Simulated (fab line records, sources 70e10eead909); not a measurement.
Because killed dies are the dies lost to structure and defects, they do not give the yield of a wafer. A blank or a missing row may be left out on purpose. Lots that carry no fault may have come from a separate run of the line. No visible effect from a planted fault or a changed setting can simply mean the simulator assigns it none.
fab line records || flow nand_harc
record: {"lots": 6, "wafers": 18, "last_day": 33}
route steps=1302 shown A_ZERO_WELL@406 A_SOURCE_PLATE@413
lots that met no fault: from a run of the same line without faults
start_h: hours from the record's first day to the start of the lot's first wafer shown || wait_h: hours since the lot's step before || " unchanged from the row above || L1.1+2: one row covering several wafers at once || - no value present, or no start provided || * or withheld: withheld || < > ~ a bound
route shown NAME@n: names a module that has steps shown in the file, with the first one's number in the route || usual: mean/standard deviation taken from wafers without a fault || same: alike in all rows || chamber/n: place in a boat || sites: per-site readings || _std_site: their standard deviation || _edge_site: inner sites' mean taken away from outer sites' mean || radius_mm: how far each site lies from the wafer's centre || mask NAME#n: copy n || behind: tool/chamber where the wafer was last shaped || hold: why the lot went on hold/how many hours it stayed there/how the hold came to an end || device: which transistor (n, p or np) failed to switch || end of line: the same wafers' tests at the end of the route || a step without rows: its recipe alone || killed: dies that structure and defects cost at the first sort, which is not the same as the wafer's yield || map: per-die view of a wafer (x killed, . not killed, _ where there is no die)
set.NAME: setting as actually run; set.NAME@STEP: the setting as run at that earlier step || model.NAME: the simulator's own value behind a step, which no gauge read
certain route steps with their lots: each step a table, each wafer a row
services: a tool's chamber out of use, with start hour (start_h, from the record's first day; less than 0 if before it), hours out, and reason
== steps ==
step: NHARC_A_ZERO_WELL_STRIP_14
recipe: {"time_s": 900, "temp_c": 130, "chemistry": "SPM"}
step: NHARC_A_ZERO_WELL_IMPLANT_15
recipe: {"energy_kev": 150, "dose_cm2": 1e+13, "tilt_deg": 7}
step: NHARC_A_ZERO_WELL_PRECLEAN_22
recipe: {"time_s": 60, "temp_c": 50, "bath_age_min": 0, "chemistry": "SC1"}
step: NHARC_A_ZERO_WELL_SRD_23
step: NHARC_A_ZERO_WELL_RTA_16
recipe: {"temp_c": 1000, "time_s": 10}
usual: {"anneal_temp_c_max": "1005.8/2", "lamp_power_pct": "31.9/2.4", "wafer_temp_C_max": "1006.2/1.5"}
{"lot.wafer": "L129.1", "tool": "rtp_anneal-01", "chamber": 0, "start_h": 149.40, "wait_h": "-", "anneal_temp_c_max": 1008.3, "lamp_power_pct": 34.7, "wafer_temp_C_max": 1009.0}
{"lot.wafer": "L129.2", "tool": "rtp_anneal-01", "chamber": 0, "start_h": 149.40, "wait_h": "-", "anneal_temp_c_max": 1008.8, "lamp_power_pct": 34.8, "wafer_temp_C_max": 1006.1}
{"lot.wafer": "L129.6", "tool": "rtp_anneal-01", "chamber": 0, "start_h": 149.40, "wait_h": "-", "anneal_temp_c_max": 1008.2, "lamp_power_pct": 34.8, "wafer_temp_C_max": 1007.2}
{"lot.wafer": "L138.1", "tool": "rtp_anneal-02", "chamber": 0, "start_h": 234.14, "wait_h": "-", "anneal_temp_c_max": 1004.9, "lamp_power_pct": 29.9, "wafer_temp_C_max": 1004.7}
{"lot.wafer": "L138.4", "tool": "rtp_anneal-02", "chamber": 0, "start_h": 234.14, "wait_h": "-", "anneal_temp_c_max": 1004.3, "lamp_power_pct": 29.9, "wafer_temp_C_max": 1005.6}
{"lot.wafer": "L138.6", "tool": "rtp_anneal-02", "chamber": 0, "start_h": 234.14, "wait_h": "-", "anneal_temp_c_max": 1003.8, "lamp_power_pct": 29.9, "wafer_temp_C_max": 1004.9}
{"lot.wafer": "L139.2", "tool": "rtp_anneal-02", "chamber": 0, "start_h": 246.73, "wait_h": "-", "anneal_temp_c_max": 1004.1, "lamp_power_pct": 29.8, "wafer_temp_C_max": 1004.3}
{"lot.wafer": "L139.5", "tool": "rtp_anneal-02", "chamber": 0, "start_h": 246.73, "wait_h": "-", "anneal_temp_c_max": 1004.6, "lamp_power_pct": 29.8, "wafer_temp_C_max": 1006.1}
{"lot.wafer": "L139.6", "tool": "rtp_anneal-02", "chamber": 0, "start_h": 246.73, "wait_h": "-", "anneal_temp_c_max": 1005.7, "lamp_power_pct": 29.9, "wafer_temp_C_max": 1004.4}
{"lot.wafer": "L147.2", "tool": "rtp_anneal-02", "chamber": 0, "start_h": 329.70, "wait_h": "-", "anneal_temp_c_max": 1003.7, "lamp_power_pct": 29.8, "wafer_temp_C_max": 1007.9}
{"lot.wafer": "L147.3", "tool": "rtp_anneal-02", "chamber": 0, "start_h": 329.70, "wait_h": "-", "anneal_temp_c_max": 1003.3, "lamp_power_pct": 29.9, "wafer_temp_C_max": 1003.8}
{"lot.wafer": "L147.6", "tool": "rtp_anneal-02", "chamber": 0, "start_h": 329.70, "wait_h": "-", "anneal_temp_c_max": 1005.2, "lamp_power_pct": 29.8, "wafer_temp_C_max": 1005.5}
{"lot.wafer": "L149.2", "tool": "rtp_anneal-02", "chamber": 0, "start_h": 348.42, "wait_h": "-", "anneal_temp_c_max": 1003.5, "lamp_power_pct": 29.9, "wafer_temp_C_max": 1004.9}
{"lot.wafer": "L149.4", "tool": "rtp_anneal-02", "chamber": 0, "start_h": 348.42, "wait_h": "-", "anneal_temp_c_max": 1006.7, "lamp_power_pct": 29.8, "wafer_temp_C_max": 1004.1}
{"lot.wafer": "L149.6", "tool": "rtp_anneal-02", "chamber": 0, "start_h": 348.42, "wait_h": "-", "anneal_temp_c_max": 1004.2, "lamp_power_pct": 29.8, "wafer_temp_C_max": 1005.7}
{"lot.wafer": "L150.1", "tool": "rtp_anneal-01", "chamber": 0, "start_h": 355.62, "wait_h": "-", "anneal_temp_c_max": 1010.2, "lamp_power_pct": 34.7, "wafer_temp_C_max": 1006.9}
{"lot.wafer": "L150.2", "tool": "rtp_anneal-01", "chamber": 0, "start_h": 355.62, "wait_h": "-", "anneal_temp_c_max": 1010.0, "lamp_power_pct": 34.7, "wafer_temp_C_max": 1008.1}
{"lot.wafer": "L150.6", "tool": "rtp_anneal-01", "chamber": 0, "start_h": 355.62, "wait_h": "-", "anneal_temp_c_max": 1009.0, "lamp_power_pct": 34.7, "wafer_temp_C_max": 1008.8}
step: NHARC_A_ZERO_WELL_INSPECT_17
usual: {"raw_defect_count": "11/5.9"}
{"lot.wafer": "L129.1", "tool": "defect_inspect-02", "chamber": "-", "start_h": 149.60, "wait_h": 0.2, "raw_defect_count": 16}
{"lot.wafer": "L129.2", "tool": "defect_inspect-02", "chamber": "-", "start_h": 149.60, "wait_h": 0.2, "raw_defect_count": 13}
{"lot.wafer": "L129.6", "tool": "defect_inspect-02", "chamber": "-", "start_h": 149.60, "wait_h": 0.2, "raw_defect_count": 21}
{"lot.wafer": "L138.1", "tool": "defect_inspect-02", "chamber": "-", "start_h": 234.34, "wait_h": 0.2, "raw_defect_count": 11}
{"lot.wafer": "L138.4", "tool": "defect_inspect-02", "chamber": "-", "start_h": 234.34, "wait_h": 0.2, "raw_defect_count": 20}
{"lot.wafer": "L138.6", "tool": "defect_inspect-02", "chamber": "-", "start_h": 234.34, "wait_h": 0.2, "raw_defect_count": 7}
{"lot.wafer": "L139.2", "tool": "defect_inspect-02", "chamber": "-", "start_h": 246.90, "wait_h": 0.1, "raw_defect_count": 6}
{"lot.wafer": "L139.5", "tool": "defect_inspect-02", "chamber": "-", "start_h": 246.90, "wait_h": 0.1, "raw_defect_count": 11}
{"lot.wafer": "L139.6", "tool": "defect_inspect-02", "chamber": "-", "start_h": 246.90, "wait_h": 0.1, "raw_defect_count": 8}
{"lot.wafer": "L147.2", "tool": "defect_inspect-02", "chamber": "-", "start_h": 329.87, "wait_h": 0.1, "raw_defect_count": 19}
{"lot.wafer": "L147.3", "tool": "defect_inspect-02", "chamber": "-", "start_h": 329.87, "wait_h": 0.1, "raw_defect_count": 6}
{"lot.wafer": "L147.6", "tool": "defect_inspect-02", "chamber": "-", "start_h": 329.87, "wait_h": 0.1, "raw_defect_count": 13}
{"lot.wafer": "L149.2", "tool": "defect_inspect-02", "chamber": "-", "start_h": 348.58, "wait_h": 0.1, "raw_defect_count": 5}
{"lot.wafer": "L149.4", "tool": "defect_inspect-02", "chamber": "-", "start_h": 348.58, "wait_h": 0.1, "raw_defect_count": 5}
{"lot.wafer": "L149.6", "tool": "defect_inspect-02", "chamber": "-", "start_h": 348.58, "wait_h": 0.1, "raw_defect_count": 7}
{"lot.wafer": "L150.1", "tool": "defect_inspect-01", "chamber": "-", "start_h": 355.81, "wait_h": 0.2, "raw_defect_count": 14}
{"lot.wafer": "L150.2", "tool": "defect_inspect-01", "chamber": "-", "start_h": 355.81, "wait_h": 0.2, "raw_defect_count": 1}
{"lot.wafer": "L150.6", "tool": "defect_inspect-01", "chamber": "-", "start_h": 355.81, "wait_h": 0.2, "raw_defect_count": 8}
step: NHARC_A_SOURCE_PLATE_PRECLEAN_00
recipe: {"time_s": 60, "chemistry": "HF-LAST"}
step: NHARC_A_SOURCE_PLATE_SRD_01
step: NHARC_A_SOURCE_PLATE_OXIDE_02
recipe: {"target_thk_a": 100, "temp_c": 900, "ox_time_s": 1362, "material": "SiO2"}
step: NHARC_A_SOURCE_PLATE_THK_MEAS_09
recipe: {"thk_meas_gauge": "ellipsometry"}
usual: {"thk_nm": "9.8/1"}
{"lot.wafer": "L129.1", "tool": "film_metro-01", "chamber": "-", "start_h": 157.24, "wait_h": 0.4, "thk_nm": 10.4}
{"lot.wafer": "L129.2", "tool": "film_metro-01", "chamber": "-", "start_h": 157.24, "wait_h": 0.4, "thk_nm": 11.3}
{"lot.wafer": "L129.6", "tool": "film_metro-01", "chamber": "-", "start_h": 157.24, "wait_h": 0.4, "thk_nm": 10.1}
{"lot.wafer": "L138.1", "tool": "film_metro-02", "chamber": "-", "start_h": 241.56, "wait_h": 0.4, "thk_nm": 9.6}
{"lot.wafer": "L138.4", "tool": "film_metro-02", "chamber": "-", "start_h": 241.56, "wait_h": 0.4, "thk_nm": 11.0}
{"lot.wafer": "L138.6", "tool": "film_metro-02", "chamber": "-", "start_h": 241.56, "wait_h": 0.4, "thk_nm": 11.6}
{"lot.wafer": "L139.2", "tool": "film_metro-02", "chamber": "-", "start_h": 254.21, "wait_h": 0.4, "thk_nm": 9.3}
{"lot.wafer": "L139.5", "tool": "film_metro-02", "chamber": "-", "start_h": 254.21, "wait_h": 0.4, "thk_nm": 11.7}
{"lot.wafer": "L139.6", "tool": "film_metro-02", "chamber": "-", "start_h": 254.21, "wait_h": 0.4, "thk_nm": 9.1}
{"lot.wafer": "L147.2", "tool": "film_metro-01", "chamber": "-", "start_h": 336.66, "wait_h": 0.4, "thk_nm": 9.5}
{"lot.wafer": "L147.3", "tool": "film_metro-01", "chamber": "-", "start_h": 336.66, "wait_h": 0.4, "thk_nm": 10.5}
{"lot.wafer": "L147.6", "tool": "film_metro-01", "chamber": "-", "start_h": 336.66, "wait_h": 0.4, "thk_nm": 9.1}
{"lot.wafer": "L149.2", "tool": "film_metro-02", "chamber": "-", "start_h": 355.79, "wait_h": 0.4, "thk_nm": 10.5}
{"lot.wafer": "L149.4", "tool": "film_metro-02", "chamber": "-", "start_h": 355.79, "wait_h": 0.4, "thk_nm": 8.9}
{"lot.wafer": "L149.6", "tool": "film_metro-02", "chamber": "-", "start_h": 355.79, "wait_h": 0.4, "thk_nm": 7.7}
{"lot.wafer": "L150.1", "tool": "film_metro-02", "chamber": "-", "start_h": 362.66, "wait_h": 0.4, "thk_nm": 8.8}
{"lot.wafer": "L150.2", "tool": "film_metro-02", "chamber": "-", "start_h": 362.66, "wait_h": 0.4, "thk_nm": 8.9}
{"lot.wafer": "L150.6", "tool": "film_metro-02", "chamber": "-", "start_h": 362.66, "wait_h": 0.4, "thk_nm": 10.3}
step: NHARC_A_SOURCE_PLATE_PVD_04
recipe: {"target_thk_a": 500, "material": "WSi2"}
step: NHARC_A_SOURCE_PLATE_CVD_03
recipe: {"target_thk_a": 2000, "temp_c": 620, "pressure_mtorr": 200, "time_s": 4000, "material": "poly-Si"}
usual: {"pressure_mtorr": "200.0/0.42", "run_length_s": "4001.1/0.56", "spike_tc_bottom_C": "639.2/0.98"}
{"lot.wafer": "L129.1", "tool": "lpcvd_poly-02", "chamber": 0, "start_h": 159.72, "wait_h": "-", "pressure_mtorr": 199.4, "run_length_s": 4001.6, "spike_tc_bottom_C": 637.3}
{"lot.wafer": "L129.2", "tool": "lpcvd_poly-02", "chamber": 0, "start_h": 159.72, "wait_h": "-", "pressure_mtorr": 200.0, "run_length_s": 4001.6, "spike_tc_bottom_C": 638.6}
{"lot.wafer": "L129.6", "tool": "lpcvd_poly-02", "chamber": 0, "start_h": 159.72, "wait_h": "-", "pressure_mtorr": 200.1, "run_length_s": 4001.6, "spike_tc_bottom_C": 639.6}
{"lot.wafer": "L138.1", "tool": "lpcvd_poly-02", "chamber": "-", "start_h": 244.04, "wait_h": "-", "pressure_mtorr": "-", "run_length_s": "-", "spike_tc_bottom_C": "-"}
{"lot.wafer": "L138.4", "tool": "lpcvd_poly-02", "chamber": "-", "start_h": 244.04, "wait_h": "-", "pressure_mtorr": "-", "run_length_s": "-", "spike_tc_bottom_C": "-"}
{"lot.wafer": "L138.6", "tool": "lpcvd_poly-02", "chamber": "-", "start_h": 244.04, "wait_h": "-", "pressure_mtorr": "-", "run_length_s": "-", "spike_tc_bottom_C": "-"}
{"lot.wafer": "L139.2", "tool": "lpcvd_poly-02", "chamber": "-", "start_h": 256.70, "wait_h": "-", "pressure_mtorr": "-", "run_length_s": "-", "spike_tc_bottom_C": "-"}
{"lot.wafer": "L139.5", "tool": "lpcvd_poly-02", "chamber": "-", "start_h": 256.70, "wait_h": "-", "pressure_mtorr": "-", "run_length_s": "-", "spike_tc_bottom_C": "-"}
{"lot.wafer": "L139.6", "tool": "lpcvd_poly-02", "chamber": "-", "start_h": 256.70, "wait_h": "-", "pressure_mtorr": "-", "run_length_s": "-", "spike_tc_bottom_C": "-"}
{"lot.wafer": "L147.2", "tool": "lpcvd_poly-01", "chamber": 0, "start_h": 339.25, "wait_h": "-", "pressure_mtorr": 200.3, "run_length_s": 4000.3, "spike_tc_bottom_C": 639.5}
{"lot.wafer": "L147.3", "tool": "lpcvd_poly-01", "chamber": 0, "start_h": 339.25, "wait_h": "-", "pressure_mtorr": 199.8, "run_length_s": 4000.3, "spike_tc_bottom_C": 638.5}
{"lot.wafer": "L147.6", "tool": "lpcvd_poly-01", "chamber": 0, "start_h": 339.25, "wait_h": "-", "pressure_mtorr": 200.2, "run_length_s": 4000.3, "spike_tc_bottom_C": 641.0}
{"lot.wafer": "L149.2", "tool": "lpcvd_poly-04", "chamber": 0, "start_h": 358.36, "wait_h": "-", "pressure_mtorr": 200.5, "run_length_s": 4001.7, "spike_tc_bottom_C": 638.7}
{"lot.wafer": "L149.4", "tool": "lpcvd_poly-04", "chamber": 0, "start_h": 358.36, "wait_h": "-", "pressure_mtorr": 199.9, "run_length_s": 4001.7, "spike_tc_bottom_C": 639.0}
{"lot.wafer": "L149.6", "tool": "lpcvd_poly-04", "chamber": 0, "start_h": 358.36, "wait_h": "-", "pressure_mtorr": 200.4, "run_length_s": 4001.7, "spike_tc_bottom_C": 638.0}
{"lot.wafer": "L150.1", "tool": "lpcvd_poly-04", "chamber": 0, "start_h": 365.24, "wait_h": "-", "pressure_mtorr": 200.2, "run_length_s": 4001.1, "spike_tc_bottom_C": 641.0}
{"lot.wafer": "L150.2", "tool": "lpcvd_poly-04", "chamber": 0, "start_h": 365.24, "wait_h": "-", "pressure_mtorr": 199.9, "run_length_s": 4001.1, "spike_tc_bottom_C": 638.7}
{"lot.wafer": "L150.6", "tool": "lpcvd_poly-04", "chamber": 0, "start_h": 365.24, "wait_h": "-", "pressure_mtorr": 200.9, "run_length_s": 4001.1, "spike_tc_bottom_C": 638.8}
step: NHARC_A_SOURCE_PLATE_ANNEAL_05
recipe: {"temp_c": 850, "time_s": 1800}
step: NHARC_A_SOURCE_PLATE_THK_MEAS_06
recipe: {"thk_meas_gauge": "ellipsometry"}
usual: {"thk_nm": "198.8/2.3"}
{"lot.wafer": "L129.1", "tool": "film_metro-02", "chamber": "-", "start_h": 170.84, "wait_h": 0.4, "thk_nm": 197.2}
{"lot.wafer": "L129.2", "tool": "film_metro-02", "chamber": "-", "start_h": 170.84, "wait_h": 0.4, "thk_nm": 197.1}
{"lot.wafer": "L129.6", "tool": "film_metro-02", "chamber": "-", "start_h": 170.84, "wait_h": 0.4, "thk_nm": 196.6}
{"lot.wafer": "L138.1", "tool": "film_metro-01", "chamber": "-", "start_h": 254.80, "wait_h": 0.4, "thk_nm": 49.9}
{"lot.wafer": "L138.4", "tool": "film_metro-01", "chamber": "-", "start_h": 254.80, "wait_h": 0.4, "thk_nm": 48.7}
{"lot.wafer": "L138.6", "tool": "film_metro-01", "chamber": "-", "start_h": 254.80, "wait_h": 0.4, "thk_nm": 47.4}
{"lot.wafer": "L139.2", "tool": "film_metro-02", "chamber": "-", "start_h": 266.73, "wait_h": 0.4, "thk_nm": 50.1}
{"lot.wafer": "L139.5", "tool": "film_metro-02", "chamber": "-", "start_h": 266.73, "wait_h": 0.4, "thk_nm": 51.6}
{"lot.wafer": "L139.6", "tool": "film_metro-02", "chamber": "-", "start_h": 266.73, "wait_h": 0.4, "thk_nm": 51.3}
{"lot.wafer": "L147.2", "tool": "film_metro-01", "chamber": "-", "start_h": 349.21, "wait_h": 0.4, "thk_nm": 200.5}
{"lot.wafer": "L147.3", "tool": "film_metro-01", "chamber": "-", "start_h": 349.21, "wait_h": 0.4, "thk_nm": 200.4}
{"lot.wafer": "L147.6", "tool": "film_metro-01", "chamber": "-", "start_h": 349.21, "wait_h": 0.4, "thk_nm": 196.5}
{"lot.wafer": "L149.2", "tool": "film_metro-01", "chamber": "-", "start_h": 368.63, "wait_h": 0.4, "thk_nm": 196.1}
{"lot.wafer": "L149.4", "tool": "film_metro-01", "chamber": "-", "start_h": 368.63, "wait_h": 0.4, "thk_nm": 195.0}
{"lot.wafer": "L149.6", "tool": "film_metro-01", "chamber": "-", "start_h": 368.63, "wait_h": 0.4, "thk_nm": 195.9}
{"lot.wafer": "L150.1", "tool": "film_metro-01", "chamber": "-", "start_h": 375.78, "wait_h": 0.4, "thk_nm": 194.5}
{"lot.wafer": "L150.2", "tool": "film_metro-01", "chamber": "-", "start_h": 375.78, "wait_h": 0.4, "thk_nm": 191.5}
{"lot.wafer": "L150.6", "tool": "film_metro-01", "chamber": "-", "start_h": 375.78, "wait_h": 0.4, "thk_nm": 192.0}
== services ==
{"tool": "lpcvd_poly-04", "chamber": "-", "start_h": 134.18, "hours": 2.5, "kind": "repair"}
{"tool": "lpcvd_poly-02", "chamber": "-", "start_h": 206.00, "hours": 26.0, "kind": "pm"}
== key ==
first_sign: {"step": "NHARC_A_SOURCE_PLATE_CVD_03", "reading": "tool_record", "direction": "missing"}
effect: {"step": "NHARC_A_SOURCE_PLATE_THK_MEAS_06", "reading": "thk_nm", "direction": "down", "sigmas": 66, "usual": 198.8, "struck": 49.8}
met_at NHARC_A_SOURCE_PLATE_CVD_03
struck_wafers L138.1,L138.4,L138.6,L139.2,L139.5,L139.6
later_rows_left_out L138.1,L138.4,L138.6,L139.2,L139.5,L139.6
sort_left_out L138.1,L138.4,L138.6,L139.2,L139.5,L139.6
tester_left_out L138,L139
onset_between 159.72 244.04
fault: {"kind": "skipped_step_whole", "tool": "lpcvd_poly-02", "chamber": "-", "onset_h": 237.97, "steps": "NHARC_A_SOURCE_PLATE_CVD_03", "scope": "struck_lots_only"}
tester_left_out: of these lots the tester's yield and bins aren't shown, on N5 and GAA mostly nor the transistor test; their killed dies are dies lost to structure and defects alone, not to doping, threshold or leakage, so they don't give the yield
sort_left_out: the simulated sort isn't trusted on such a fault, so these wafers' sort isn't shown, and their yield isn't known
later_rows_left_out: the simulator's readings of these wafers behind a module that went badly wrong aren't trusted and aren't shown, but for the sort
